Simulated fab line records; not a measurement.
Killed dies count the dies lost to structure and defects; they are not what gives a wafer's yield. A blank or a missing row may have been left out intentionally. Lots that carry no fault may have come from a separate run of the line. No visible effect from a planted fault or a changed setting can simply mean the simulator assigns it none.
What tool caused it? | flow n5-finfet | 72 wafers from 24 lots sampled at 6 of the route's 1938 steps

== WHAT THE GAUGES READ, wafer by wafer ==
N5_BEOL_M13_INSPECT_55: inspects for defects (darkfield). Usual: raw-defect-count at 70, with a standard deviation of 27.
lot  | measured     | on                | raw-defect-count | flag
L074 | day 12 16:12 | defect-inspect-02 | 120 77 69        |
L075 | day 14 00:26 | defect-inspect-02 | 75 45 76         |
L076 | day 14 08:34 | defect-inspect-01 | 70 73 78         |
L077 | day 14 12:43 | defect-inspect-02 | 89 85 75         |
L078 | day 15 01:55 | defect-inspect-02 | 37 61 45         |
L080 | day 15 06:34 | defect-inspect-01 | 42 46 52         |
L081 | day 15 12:40 | defect-inspect-02 | 69 69 54         |
L083 | day 15 13:04 | defect-inspect-02 | 75 46 64         |
L082 | day 15 21:10 | defect-inspect-01 | 48 63 44         |
L084 | day 15 23:02 | defect-inspect-01 | 81 85 99         |
L086 | day 16 12:02 | defect-inspect-01 | 101 74 96        |
L092 | day 16 13:53 | defect-inspect-01 | 42 45 49         |
L085 | day 16 16:28 | defect-inspect-01 | 64 78 69         |
L088 | day 17 02:17 | defect-inspect-01 | 71 68 77         |
L087 | day 17 09:17 | defect-inspect-01 | 58 100 112       |
L089 | day 17 11:50 | defect-inspect-02 | 71 62 80         |
L090 | day 17 14:44 | defect-inspect-01 | 44 51 42         |
L091 | day 17 20:14 | defect-inspect-01 | 173 51 82        |
L093 | day 17 23:14 | defect-inspect-01 | 85 67 80         |
L097 | day 18 23:18 | defect-inspect-01 | 63 53 57         |
L096 | day 19 01:57 | defect-inspect-02 | 74 43 38         |
L079 | day 19 04:04 | defect-inspect-02 | 105 53 95        |
L094 | day 19 18:35 | defect-inspect-02 | 35 50 61         |
L095 | day 19 22:56 | defect-inspect-01 | 69 76 70         |

N5_BEOL_M14_OVL_MEAS_29. Usual: M14_OVL 3 nm, standard deviation 4.9.
lot  | measured     | on         | M14_OVL (nm) | flag
L074 | day 12 17:50 | overlay-02 | 5 4 5        |
L075 | day 14 02:03 | overlay-02 | 5 5 -2       |
L076 | day 14 10:01 | overlay-01 | 14 14 15     |
L077 | day 14 14:20 | overlay-02 | 3 8 1        |
L078 | day 15 03:20 | overlay-02 | 7 6 9        |
L080 | day 15 08:14 | overlay-02 | 1 1 -4       |
L081 | day 15 14:05 | overlay-02 | 3 9 12       |
L083 | day 15 15:07 | overlay-01 | 4 -4 4       |
L082 | day 15 22:38 | overlay-01 | 3 1 -2       |
L084 | day 16 01:05 | overlay-01 | 11 9 8       |
L086 | day 16 13:40 | overlay-01 | 0 4 -2       |
L092 | day 16 15:36 | overlay-01 | 9 2 8        |
L085 | day 16 18:10 | overlay-01 | 6 3 7        |
L088 | day 17 03:57 | overlay-02 | 4 6 -5       |
L087 | day 17 10:57 | overlay-02 | -3 -6 -5     |
L089 | day 17 13:23 | overlay-01 | -6 -5 0      |
L090 | day 17 16:14 | overlay-01 | 4 2 9        |
L091 | day 17 21:46 | overlay-01 | 5 -2 5       |
L093 | day 18 00:47 | overlay-02 | 6 9 8        |
L097 | day 19 00:58 | overlay-01 | 6 1 -1       |
L096 | day 19 03:29 | overlay-02 | 5 9 3        |
L079 | day 19 05:37 | overlay-02 | 3 -1 -6      |
L094 | day 19 20:30 | overlay-02 | 10 5 2       |
L095 | day 20 00:45 | overlay-01 | -5 -4 -5     |

N5_PASSIVATION_CD_MEAS_30 targets a cd of 4000 nm. Usual: cd-nm at 3999.9 nm, with a standard deviation of 1.3.
lot  | measured     | on        | cd-nm (nm)           | flag
L074 | day 13 14:06 | cd-sem-02 | 3998.5 3999.8 3999.2 |
L075 | day 15 00:41 | cd-sem-01 | 4000.5 4001.9 4001.3 |
L076 | day 15 05:37 | cd-sem-02 | 4000.8 3999.1 3999.0 |
L077 | day 15 15:40 | cd-sem-01 | 4000.5 4000.7 3998.3 |
L078 | day 15 22:45 | cd-sem-02 | 4000.6 4000.3 4001.0 |
L080 | day 16 10:59 | cd-sem-01 | 3997.2 3999.5 3998.8 |
L081 | day 16 11:43 | cd-sem-02 | 4001.5 3998.6 4000.6 |
L083 | day 16 15:17 | cd-sem-01 | 4001.8 4000.6 4001.4 |
L082 | day 16 21:47 | cd-sem-03 | 4000.5 3999.7 4001.8 |
L084 | day 17 09:07 | cd-sem-03 | 3998.4 3999.7 3999.4 |
L086 | day 17 14:04 | cd-sem-03 | 4001.9 4001.5 4000.4 |
L092 | day 17 18:36 | cd-sem-02 | 4003.2 4002.0 4002.9 |
L085 | day 17 17:50 | cd-sem-01 | 3999.3 3997.8 3997.1 |
L088 | day 17 22:58 | cd-sem-01 | 4002.6 4001.0 4000.3 |
L087 | day 18 12:54 | cd-sem-01 | 4001.1 4001.1 3999.8 |
L089 | day 18 11:44 | cd-sem-02 | 4000.7 4001.7 4001.6 |
L090 | day 18 12:05 | cd-sem-03 | 4000.4 3998.5 3998.6 |
L091 | day 18 18:16 | cd-sem-03 | 3999.4 3998.0 3998.6 |
L093 | day 18 22:06 | cd-sem-03 | 3999.4 4000.0 3998.3 |
L097 | day 19 17:23 | cd-sem-02 | 3999.5 3999.9 3999.7 |
L096 | day 20 01:56 | cd-sem-02 | 3998.6 3999.5 3998.1 |
L079 | day 20 03:38 | cd-sem-03 | 4001.1 3998.9 3999.0 |
L094 | day 20 17:27 | cd-sem-02 | 3999.8 3998.5 3998.9 |
L095 | day 20 21:15 | cd-sem-02 | 3998.9 4000.2 3999.5 |

== WHAT TOOL EACH LOT RAN ON (gives the tool, then ch and the chambers of the sampled wafers, and finally the start) ==
lot  | N5_BEOL_M13_ANNEAL_48            | N5_PASSIVATION_PECVD_00         | N5_MIM_TOP_DEGAS_04
L074 | rtp-anneal-02 ch 0, day 12 15:32 | pecvd-01 ch 0,1,2, day 13 07:19 | pvd-sputter-03, day 13 08:49
L075 | rtp-anneal-01 ch 0, day 13 23:43 | pecvd-02 ch 0,2, day 14 13:58   | pvd-sputter-02, day 14 17:47
L076 | rtp-anneal-01 ch 0, day 14 07:47 | pecvd-01 ch 1,2, day 14 21:02   | pvd-sputter-01, day 14 23:25
L077 | rtp-anneal-01 ch 0, day 14 11:57 | pecvd-04 ch 0,2, day 15 06:07   | pvd-sputter-01, day 15 07:49
L078 | rtp-anneal-01 ch 0, day 15 00:59 | pecvd-01 ch 0,1,2, day 15 13:43 | pvd-sputter-03, day 15 15:20
L080 | rtp-anneal-02 ch 0, day 15 05:49 | pecvd-04 ch 0,1, day 15 21:06   | pvd-sputter-01, day 16 00:06
L081 | rtp-anneal-02 ch 0, day 15 11:56 | pecvd-04 ch 0,1, day 16 02:49   | pvd-sputter-03, day 16 04:14
L083 | rtp-anneal-01 ch 0, day 15 12:20 | pecvd-02 ch 1,2, day 16 02:55   | pvd-sputter-03, day 16 09:16
L082 | rtp-anneal-02 ch 0, day 15 20:29 | pecvd-02 ch 0,1, day 16 14:18   | pvd-sputter-01, day 16 16:07
L084 | rtp-anneal-02 ch 0, day 15 22:23 | pecvd-04 ch 0,2, day 17 01:50   | pvd-sputter-02, day 17 04:31
L086 | rtp-anneal-01 ch 0, day 16 11:20 | pecvd-04 ch 0,1,2, day 17 03:14 | pvd-sputter-03, day 17 07:31
L092 | rtp-anneal-01 ch 0, day 16 13:11 | pecvd-01 ch 0,1,2, day 17 07:22 | pvd-sputter-01, day 17 12:37
L085 | rtp-anneal-01 ch 0, day 16 15:47 | pecvd-01 ch 0,2, day 17 06:31   | pvd-sputter-01, day 17 12:29
L088 | rtp-anneal-01 ch 0, day 17 01:35 | pecvd-01 ch 0,1,2, day 17 16:16 | pvd-sputter-01, day 17 17:58
L087 | rtp-anneal-02 ch 0, day 17 08:36 | pecvd-01 ch 0,1,2, day 17 23:45 | pvd-sputter-01, day 18 01:19
L089 | rtp-anneal-02 ch 0, day 17 11:07 | pecvd-04 ch 0,1, day 18 00:28   | pvd-sputter-01, day 18 01:36
L090 | rtp-anneal-02 ch 0, day 17 14:02 | pecvd-02 ch 0,2, day 18 00:58   | pvd-sputter-01, day 18 03:47
L091 | rtp-anneal-01 ch 0, day 17 19:29 | pecvd-01 ch 0,1,2, day 18 08:14 | pvd-sputter-03, day 18 11:26
L093 | rtp-anneal-01 ch 0, day 17 22:34 | pecvd-02 ch 0,1, day 18 13:07   | pvd-sputter-03, day 18 16:47
L097 | rtp-anneal-02 ch 0, day 18 22:33 | pecvd-04 ch 1,2, day 19 09:46   | pvd-sputter-01, day 19 11:50
L096 | rtp-anneal-02 ch 0, day 19 01:12 | pecvd-02 ch 0,2, day 19 14:43   | pvd-sputter-01, day 19 19:32
L079 | rtp-anneal-01 ch 0, day 19 03:19 | pecvd-02 ch 0,1,2, day 19 15:19 | pvd-sputter-02, day 19 19:32
L094 | rtp-anneal-01 ch 0, day 19 17:49 | pecvd-04 ch 0,1, day 20 08:05   | pvd-sputter-02, day 20 10:40
L095 | rtp-anneal-02 ch 0, day 19 22:12 | pecvd-04 ch 0,1, day 20 13:23   | pvd-sputter-01, day 20 14:50
- N5_BEOL_M13_ANNEAL_48: time 90 s.
- N5_PASSIVATION_PECVD_00: deposits SiO2 from SiH4/N2O, target thk 200 nm, time 11.2 s.
- N5_MIM_TOP_DEGAS_04: time 60 s.

== AS READ BY THE TOOLS THEMSELVES (means over the sampled wafers that have a number; for cases with no such wafer, the mark the record gives instead) ==
N5_BEOL_M13_ANNEAL_48. Usual: wafer_temp_C_max at 225.89, with a standard deviation of 0.22.
lot  | tool          | wafer_temp_C_max | flag
L074 | rtp-anneal-02 | 226.09           |
L075 | rtp-anneal-01 | 225.91           |
L076 | rtp-anneal-01 | 225.70           |
L077 | rtp-anneal-01 | 225.89           |
L078 | rtp-anneal-01 | 225.91           |
L080 | rtp-anneal-02 | 225.84           |
L081 | rtp-anneal-02 | 226.00           |
L083 | rtp-anneal-01 | 225.73           |
L082 | rtp-anneal-02 | 225.99           |
L084 | rtp-anneal-02 | 225.75           |
L086 | rtp-anneal-01 | 225.89           |
L092 | rtp-anneal-01 | 225.97           |
L085 | rtp-anneal-01 | 225.72           |
L088 | rtp-anneal-01 | 225.97           |
L087 | rtp-anneal-02 | 226.25           |
L089 | rtp-anneal-02 | 226.03           |
L090 | rtp-anneal-02 | 225.70           |
L091 | rtp-anneal-01 | 225.90           |
L093 | rtp-anneal-01 | 225.67           |
L097 | rtp-anneal-02 | 225.85           |
L096 | rtp-anneal-02 | 225.98           |
L079 | rtp-anneal-01 | 225.69           |
L094 | rtp-anneal-01 | 225.87           |
L095 | rtp-anneal-02 | 226.01           |

N5_PASSIVATION_PECVD_00. Usual: heater-power-w 717 W, standard deviation 96; rf-fwd-power-W 601.1 W, standard deviation 2.6; showerhead-plenum-p-Torr 8.11 Torr, standard deviation 0.075; throttle-valve-pct 51.0 %, standard deviation 2.1.
lot  | tool     | heater-power-w (W) | rf-fwd-power-W (W) | showerhead-plenum-p-Torr (Torr) | throttle-valve-pct (%) | flag
L074 | pecvd-01 | 771                | 602.2              | 8.10                            | 50.5                   |
L075 | pecvd-02 | 712                | 601.6              | 8.09                            | 52.1                   |
L076 | pecvd-01 | 796                | 603.4              | 8.06                            | 51.7                   |
L077 | pecvd-04 | 675                | 602.3              | 8.13                            | 51.2                   |
L078 | pecvd-01 | 735                | 600.0              | 8.10                            | 49.3                   |
L080 | pecvd-04 | 784                | 603.2              | 8.18                            | 52.2                   |
L081 | pecvd-04 | 605                | 603.8              | 8.17                            | 52.0                   |
L083 | pecvd-02 | 736                | 596.9              | 8.05                            | 51.2                   |
L082 | pecvd-02 | 680                | 599.3              | 8.01                            | 52.2                   |
L084 | pecvd-04 | 590                | 602.4              | 8.13                            | 51.5                   |
L086 | pecvd-04 | 630                | 602.7              | 8.15                            | 52.0                   |
L092 | pecvd-01 | 731                | 600.4              | 8.10                            | 49.5                   |
L085 | pecvd-01 | 704                | 601.0              | 8.09                            | 48.3                   |
L088 | pecvd-01 | 717                | 599.5              | 8.11                            | 49.4                   |
L087 | pecvd-01 | 704                | 601.1              | 8.12                            | 49.7                   |
L089 | pecvd-04 | 721                | 602.0              | 8.18                            | 52.3                   |
L090 | pecvd-02 | 825                | 600.3              | 8.12                            | 51.8                   |
L091 | pecvd-01 | 714                | 601.2              | 8.09                            | 49.7                   |
L093 | pecvd-02 | 632                | 598.7              | 7.99                            | 48.3                   |
L097 | pecvd-04 | 711                | 600.2              | 8.13                            | 52.0                   |
L096 | pecvd-02 | 646                | 600.2              | 8.09                            | 52.4                   |
L079 | pecvd-02 | 769                | 599.7              | 8.06                            | 50.3                   |
L094 | pecvd-04 | 699                | 602.0              | 8.17                            | 52.0                   |
L095 | pecvd-04 | 721                | 602.9              | 8.17                            | 51.9                   |

N5_MIM_TOP_DEGAS_04. Usual: heater-power-w at 472 W, with a standard deviation of 45.
lot  | tool           | heater-power-w (W) | flag
L074 | pvd-sputter-03 | 475                |
L075 | pvd-sputter-02 | 477                |
L076 | pvd-sputter-01 | 485                |
L077 | pvd-sputter-01 | 524                |
L078 | pvd-sputter-03 | 445                |
L080 | pvd-sputter-01 | 523                |
L081 | pvd-sputter-03 | 466                |
L083 | pvd-sputter-03 | 439                |
L082 | pvd-sputter-01 | 493                |
L084 | pvd-sputter-02 | 459                |
L086 | pvd-sputter-03 | 479                |
L092 | pvd-sputter-01 | 490                |
L085 | pvd-sputter-01 | 461                |
L088 | pvd-sputter-01 | 502                |
L087 | pvd-sputter-01 | 517                |
L089 | pvd-sputter-01 | 459                |
L090 | pvd-sputter-01 | 483                |
L091 | pvd-sputter-03 | 447                |
L093 | pvd-sputter-03 | 475                |
L097 | pvd-sputter-01 | 501                |
L096 | pvd-sputter-01 | 498                |
L079 | pvd-sputter-02 | 474                |
L094 | pvd-sputter-02 | 441                |
L095 | pvd-sputter-01 | 505                |

== THE ANSWER, worked out from the rows above alone ==
Rule: lot off if the mean of its wafers having a number is beyond 3 standard deviations from the usual mean. A lot without any number at a reading at which 4 lots or more have one is off too. Where the step has rows for the other lots, those lots are counted as sound. The gauges are gone through in route order, then the tools' own readings, and for those a lot's mean is taken as printed above. At the first step where some lot is off, the reading lying furthest off is the one used; lots without a number count as furthest.
No lot is off on any of the readings shown, so nothing can be concluded from this.

== WHAT WAS PUT IN BY THE SIMULATOR ==
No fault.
